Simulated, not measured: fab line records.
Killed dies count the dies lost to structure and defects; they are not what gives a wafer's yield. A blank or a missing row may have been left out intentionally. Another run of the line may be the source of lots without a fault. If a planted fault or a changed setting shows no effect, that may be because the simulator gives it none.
Split-lot experiment    flow n5 finfet    21 wafers read across 7 lots, on a route 1938 steps long

ABOUT THE SPLIT
At N5_BEOL_M6_ETCH_62 (etches SOC in N2/H2, target depth 110 nm, overetch 22 nm, time 165 s), the setting time s was moved away from the recipe's 165 s on 6 of the 21 wafers read, by -18.4% to +6.1%. For the rest of the wafers, this setting stayed at what the recipe calls for.

The reading comes from the split's own step.

THE READING
SiARC_of_BEOL_M6_COAT_60.thk nm (the simulator's own value, which no gauge read), in nm, at N5_BEOL_M6_ETCH_62 (etches SOC in N2/H2, target depth 110 nm, overetch 22 nm, time 165 s). No usual value for it is given in the file. Across the 15 wafers here that went through the recipe, the average is 28.3 nm and the standard deviation 0.2 nm.

wafer   tool, chamber at the split  time s as run, s  against the recipe  SiARC_of_BEOL_M6_COAT_60.thk nm, nm  against lot-mates on the recipe
L075.3  rie diel-04, 2              165               recipe              28                                   -
L075.4  rie diel-04, 2              165               recipe              28                                   -
L075.5  rie diel-04, 0              165               recipe              28.4                                 -
L076.1  rie diel-05, 2,1            165               recipe              28.4                                 -
L076.4  rie diel-05, 2,1            165               recipe              28.4                                 -
L076.6  rie diel-05, 2              165               recipe              28.2                                 -
L077.2  rie diel-03, 2              134.9             -18.2%              29.8                                 +1.5
L077.3  rie diel-03, 0              165               recipe              28.4                                 -
L077.6  rie diel-03, 0              165               recipe              28.2                                 -
L078.1  rie diel-03, 0,3            175.1             +6.1%               28                                   -0.8
L078.5  rie diel-03, 0,3            175.1             +6.1%               28                                   -0.8
L078.3  rie diel-03, 2              165               recipe              28.8                                 -
L082.1  rie diel-04, 2              165               recipe              28.4                                 -
L082.3  rie diel-04, 3              165               recipe              28                                   -
L082.5  rie diel-04, 3              153.7             -6.8%               28.6                                 +0.4
L089.2  rie diel-05, 3              165               recipe              28.2                                 -
L089.4  rie diel-05, 2,1            165               recipe              28.4                                 -
L089.6  rie diel-05, 2,1            165               recipe              28.4                                 -
L090.2  rie diel-04, 2              134.6             -18.4%              29.4                                 +1.2
L090.5  rie diel-04, 3              134.6             -18.4%              29.2                                 +1.0
L090.6  rie diel-04, 0              165               recipe              28.2                                 -
If several chambers appear in one row, that row covers several wafers at once and the file leaves open which wafer was in which chamber.

FIT RESULTS
A straight line over all 21 wafers: SiARC_of_BEOL_M6_COAT_60.thk nm changes by -0.0616 nm for each +1% of time s; r = -0.90; the points scatter about the line by 0.21 nm.
The same after taking each lot's own level away (the mean of its wafers on the recipe; 21 wafers): -0.0733 nm for each +1%; r = -0.95; scatter 0.18 nm.
On that fit, the largest move of time s shifts the reading by 1.4 nm.
Measured against the standard deviation above, the lots' own levels, which go from 28.13 to 28.80 nm, span 3.3 times it.
So the slope is not independent of the lot-to-lot level: the two fits are not the same.
Check: for one of the wafers moved furthest among these (-18.4%), held out of the fit, the line's prediction against its lot-mates is +1.34 nm. It came out at +1.2 nm against them.

ADDITIONAL SPLITS CARRIED BY THESE WAFERS
Note: prior to the reading, these wafers also went through further splits. Each is held against what the fit with the lots' levels taken away leaves over:
other split on the same wafers    wafers away from the commonest value  r with SiARC_of_BEOL_M6_COAT_60.thk nm (lot level and that fit taken away)
N5_BEOL_M4_TRENCH_ETCH_37 time s  9                                     -0.40
N5_BEOL_M5_DESCUM_16 time s       7                                     +0.32
N5_BEOL_M5_COAT_74 spin rpm       5                                     +0.03

THE FILE'S OWN FIT
SiARC_of_BEOL_M6_COAT_60.thk nm changes by -0.073 nm for each +1% of time s, r = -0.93.
